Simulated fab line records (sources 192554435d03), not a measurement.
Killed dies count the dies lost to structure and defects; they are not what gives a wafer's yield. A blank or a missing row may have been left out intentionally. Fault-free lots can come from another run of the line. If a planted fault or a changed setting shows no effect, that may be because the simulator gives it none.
A struck lot beside a sound one	flow n5 finfet	36 steps out of a route of 1938
Sound: these wafers, L951.1, L951.2, L951.4. Wafers L959.3, L959.5, L959.6 were the ones struck. The cause is given at the end.
Order at every step that has rows: each side's tool, ch and its chambers, its first start. Under that, the readings that differ: sound wafers	struck wafers	difference of the means	sigmas: that difference in standard deviations of wafers without a fault.
alike: readings with means less than 2 such deviations apart, plus words and numbers identical on both sides. not compared: withheld readings, readings lacking a value on some wafer, bounds such as >300 that could conceal the same value, and numbers that have no deviation in the record and whose values overlap.
A row with sigmas, a row that says differs or no value, or rows on one side alone: a step with any of these is where the two part. Non-overlapping numbers with no deviation appear without sigmas and do not part them. A reading missing from all wafers of one side parts the sides only when that side holds two or more wafers.

first, 9 steps without rows for these wafers: N5_BEOL_M4_ANNEAL_95 (time 240 s); N5_BEOL_M4_SPUTTER_96 (material Cu, target thk 4.5 nm, time 8.29 s); N5_BEOL_M4_ECD_50 (material Cu, target thk 300 nm); N5_BEOL_M4_ANNEAL_51 (time 90 s); N5_BEOL_M4_CMP_52 (polishes, stops on SiOC, t overpolish 6.8 s, target thk 40 nm); N5_BEOL_M4_PRE_CLEAN_60 (time 15 s); N5_BEOL_M4_CO_CAP_55 (material Co, precursor CCTBA/H2, target thk 2 nm, time 102.1 s); N5_BEOL_M4_PRE_CLEAN_56 (time 15 s); N5_BEOL_M4_DEP_57 (deposits SiCN from 3MS/NH3, target thk 8 nm, time 14 s).
N5_BEOL_M4_RC_MEAS_101:
  sound on prober-02 ch 0, day 13 22:44; struck on prober-01 ch 0, day 15 09:01
  alike: DIBL_N, DIBL_P, IOFF_N, IOFF_P, ION_N, ION_P, SS_N, SS_P, VT_N, VT_P
then, 24 steps without rows for these wafers: N5_BEOL_M5_ILD_DEP_00 (deposits SiCOH lowk from DEMS/porogen, target thk 140.64 nm, time 25.9 s); N5_BEOL_M5_CURE_79 (cures SiCOH lowk, time 240 s); N5_BEOL_M5_PECVD_70 (deposits SiO2 from TEOS/O2, target thk 16 nm, time 18 s); N5_BEOL_M5_HM_DEP_02 (deposits TiN, target thk 20 nm); N5_BEOL_M5_COAT_59 (time 60 s, resist thk 60 nm); N5_BEOL_M5_COAT_60 (time 60 s, resist thk 12 nm); N5_BEOL_M5_COAT_71 (time 60 s, resist thk 5 nm); N5_BEOL_M5_COAT_05 (resist thk 30 nm); N5_BEOL_M5_EBR_07; N5_BEOL_M5_SOFTBAKE_06 (time 60 s); N5_BEOL_M5_EXPOSE_08 (exposes mask M5, target cd 28 nm); N5_BEOL_M5_PEB_09 (peb time 60 s); N5_BEOL_M5_DEVELOP_10 (develop time 30 s); N5_BEOL_M5_DESCUM_16 (chemistry O2, time 7 s); N5_BEOL_M5_ETCH_72 (etches underlayer in N2/H2, target depth 6.5 nm, time 5.2 s); N5_BEOL_M5_ETCH_61 (etches SiARC in CF4, target depth 15.6 nm, time 26 s); N5_BEOL_M5_ETCH_62 (etches SOC in N2/H2, target depth 75 nm, overetch 15 nm, time 112.5 s); N5_BEOL_M5_STRIP_63 (strips in N2/H2); N5_BEOL_M5_STRIP_73 (strips in N2/H2); N5_BEOL_M5_STRIP_64 (strips in CF4); N5_BEOL_M5_HM_OPEN_17 (chemistry Cl2/BCl3, target TiN, target depth 20 nm, overetch 6 nm); N5_BEOL_M5_STRIP_19 (strips in O2); N5_BEOL_M5_COAT_65 (time 60 s, resist thk 60 nm); N5_BEOL_M5_COAT_66 (time 60 s, resist thk 12 nm).
N5_BEOL_M5_VIA_ETCH_34: etches SiCOH lowk in C4F6/O2, target depth 88.3 nm, time 39.2 s.
  sound on rie diel-06 ch 0,1, day 14 04:37; struck on rie diel-05 ch 2,3, day 15 21:48
  no value came back on the struck wafers for any of 7 readings (C4F6_flow_sccm (sccm), O2_flow_sccm (sccm) and others); on the sound wafers C4F6_flow_sccm (sccm) reads 10.034 10.030 10.043
reading	sound	struck	difference	sigmas
model.SiARC_of_BEOL_M5_COAT_66.thk nm (nm)	0 0 0	6.4 6.2 6.4	+6.3	
model.SOC_of_BEOL_M5_COAT_65.thk nm (nm)	56 56 55.8	60.2 60.2 60.2	+4.3	
  not compared: rf hours counter h
-- a jump in the record: the struck wafers' starts before and after are 5 days apart (it breaks off in module BEOL_M5 and resumes in module PASSIVATION, where the first step shown is number 1936 of the route) --
N5_PASSIVATION_PROBE_49:
  struck on prober-02, day 20 11:42; sound on prober-02, day 18 22:13
reading	sound	struck	difference	sigmas
defect limited yield (%)	89.3	0 0 0	-89	-56
killed_at_M4_up	19	1097 1099 1119	+1086	+99 or more
killed at other	9	1 2 2	-7	-2
killed dies	126	1180 1180 1180	+1054	+55
killed on rim	16	152 152 152	+136	+32
killed open	88	53 71 47	-31	-2
sort_bin_4_leakage (%)	0.25	0 0 0	+0	-5
sort_bin_5_function (%)	6.4	97.0 96.7 96.9	+90.5	+90
sort n pass	1051	0 0 0	-1051	-53
sort yield pct (%)	89.1	0 0 0	-89	-52
  alike: killed_at_M0_to_M3, killed at contacts, killed at front end, killed short, sort_bin_6_memory

== WHERE THEY PART ==
At N5_BEOL_M5_VIA_ETCH_34 first; at N5_PASSIVATION_PROBE_49 last (within this record only).

WHY: the cause the simulator had injected
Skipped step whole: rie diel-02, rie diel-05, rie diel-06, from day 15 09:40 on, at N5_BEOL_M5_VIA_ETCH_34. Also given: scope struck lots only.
